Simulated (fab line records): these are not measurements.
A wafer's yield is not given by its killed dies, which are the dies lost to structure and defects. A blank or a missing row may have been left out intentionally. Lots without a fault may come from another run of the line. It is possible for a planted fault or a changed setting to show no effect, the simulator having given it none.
Comparing a struck lot with a sound one	flow n5-finfet	39 out of 1938 route steps
Sound: the wafers L565.1, L565.5, L565.6. The struck wafers were L553.1, L553.3, L553.5. Last of all comes the cause.
Each step with rows lists, per side, the tool, then ch with its chambers, then its first start. Under that, the readings that differ: sound wafers	struck wafers	difference of the means	sigmas: that difference in standard deviations of wafers without a fault.
alike: words and numbers the same on both sides, and readings whose means are apart by under 2 such deviations; not compared: readings that were withheld, readings missing a value for some wafer, numbers with overlapping values and no deviation given by the record, and bounds like >300 which may hide the same value.
The two part at a step that has a row with sigmas, a row that says differs or no value, or rows on one side only. Non-overlapping numbers with no deviation appear without sigmas and do not part them. A reading missing from all wafers of one side parts the sides only when that side holds two or more wafers.

first, 11 steps without rows for these wafers: N5_BEOL_M0_STRIP_142 (strips in N2/H2, time 10 s); N5_BEOL_M0_HM_STRIP_129 (strips TiN in peroxide tin strip, target depth 17 nm, time 108 s); N5_BEOL_M0_SRD_130 (time 30 s); N5_BEOL_M0_ETCH_109 (etches SiCN in CH3F/O2, target depth 8 nm, overetch 2.4 nm, time 27.4 s); N5_BEOL_M0_STRIP_139 (strips in post etch residue remover, time 60 s); N5_BEOL_M0_SRD_111 (time 30 s); N5_BEOL_M0_DEGAS_112 (time 60 s); N5_BEOL_M0_PRE_CLEAN_113 (time 30 s); N5_BEOL_M0_ALD_136 (deposits TaN, pulse time 2 s, purge time 3 s, co reactant purge time 2 s); N5_BEOL_M0_SURFACE_TREAT_137; N5_BEOL_M0_CVD_115 (deposits Co from CCTBA/H2, time 120 s).
N5_BEOL_M0_SPUTTER_116: material Cu, target thk 4 nm, time 7.37 s.
  sound: pvd-sputter-01 at day 10 11:29; struck: pvd-sputter-01 at day 7 17:26
  no value came back on the struck wafers for chamber-pressure-pa (Pa), chuck-gas-flow-sccm (sccm), chuck-sensor-temp-C (C), throttle-valve-pct (%); on the sound wafers chamber-pressure-pa (Pa) reads 0.07032 0.07001 0.07028
then, 25 steps without rows for these wafers: N5_BEOL_M0_ANNEAL_117 (time 60 s); N5_BEOL_M0_SPUTTER_132 (material Cu, target thk 4 nm, time 7.37 s); N5_BEOL_M0_ANNEAL_133 (time 60 s); N5_BEOL_M0_SPUTTER_134 (material Cu, target thk 4 nm, time 7.37 s); N5_BEOL_M0_ANNEAL_135 (time 60 s); N5_BEOL_M0_SPUTTER_141 (material Cu, target thk 4 nm, time 7.37 s); N5_BEOL_M0_ECD_118 (material Cu, target thk 300 nm); N5_BEOL_M0_ANNEAL_119 (time 90 s); N5_BEOL_M0_CMP_120 (polishes, stops on SiOC, t overpolish 6.9 s); N5_BEOL_M0_PRE_CLEAN_131 (time 15 s); N5_BEOL_M0_CO_CAP_123 (material Co, precursor CCTBA/H2, target thk 2 nm, time 102.1 s); N5_BEOL_M0_PRE_CLEAN_124 (time 15 s); N5_BEOL_M0_DEP_125 (deposits SiCN from 3MS/NH3, target thk 8 nm, time 14 s); N5_BEOL_M1_ILD_DEP_00 (deposits SiOC from DEMS/O2, target thk 79 nm, time 15.3 s); N5_BEOL_M1_PECVD_72 (deposits SiO2 from TEOS/O2, target thk 16 nm, time 18 s); N5_BEOL_M1_HM_DEP_02 (deposits TiN, target thk 20 nm); N5_BEOL_M1_COAT_61 (time 60 s, resist thk 60 nm); N5_BEOL_M1_COAT_62 (time 60 s, resist thk 12 nm); N5_BEOL_M1_COAT_73 (time 60 s, resist thk 5 nm); N5_BEOL_M1_COAT_05 (resist thk 30 nm); N5_BEOL_M1_EBR_07; N5_BEOL_M1_SOFTBAKE_06 (time 60 s); N5_BEOL_M1_EXPOSE_08 (exposes mask M1); N5_BEOL_M1_PEB_09 (peb time 60 s); N5_BEOL_M1_DEVELOP_10 (develop time 30 s).
N5_BEOL_M4_RC_MEAS_101:
  sound on prober-01 ch 0, day 12 16:02; struck on prober-01 ch 0, day 9 17:22
  alike: DIBL_N, DIBL_P, IOFF_N, IOFF_P, ION_N, ION_P, SS_N, SS_P, VT_N, VT_P
-- record jumps: 4 days separate the struck wafers' starts on either side; left off in module BEOL_M4, taken up again in module PASSIVATION, whose first shown step is the route's number 1936 --
N5_PASSIVATION_PROBE_49:
  sound: prober-02 at day 16 10:31; struck: prober-01 at day 14 02:54
reading	sound	struck	difference	sigmas
defect-limited-yield (%)	94.8 92.7 92.5	86.3 88.1 86.6	-6.3	-4
killed_at_M0_to_M3	23 32 35	90 63 66	+43	+4
killed-at-front-end	16 30 30	47 41 62	+25	+2
killed-dies	61 86 89	162 141 158	+75	+4
sort_bin_5_function (%)	2.7 5.0 3.7	6.9 7.6 7.7	+3.6	+3
sort_bin_6_memory (%)	1.9 2.2 3.6	6.4 4.0 5.2	+2.6	+4
sort-n-pass	1119 1094 1091	1018 1039 1022	-75	-4
sort-yield-pct (%)	94.8 92.7 92.5	86.3 88.1 86.6	-6.3	-4
  alike: killed_at_M4_up, killed-at-contacts, killed-at-other, killed-open, killed-short

== WHERE THEY PART ==
At N5_BEOL_M0_SPUTTER_116 first; at N5_PASSIVATION_PROBE_49 last (within this record only).

WHY: whatever the simulator had introduced
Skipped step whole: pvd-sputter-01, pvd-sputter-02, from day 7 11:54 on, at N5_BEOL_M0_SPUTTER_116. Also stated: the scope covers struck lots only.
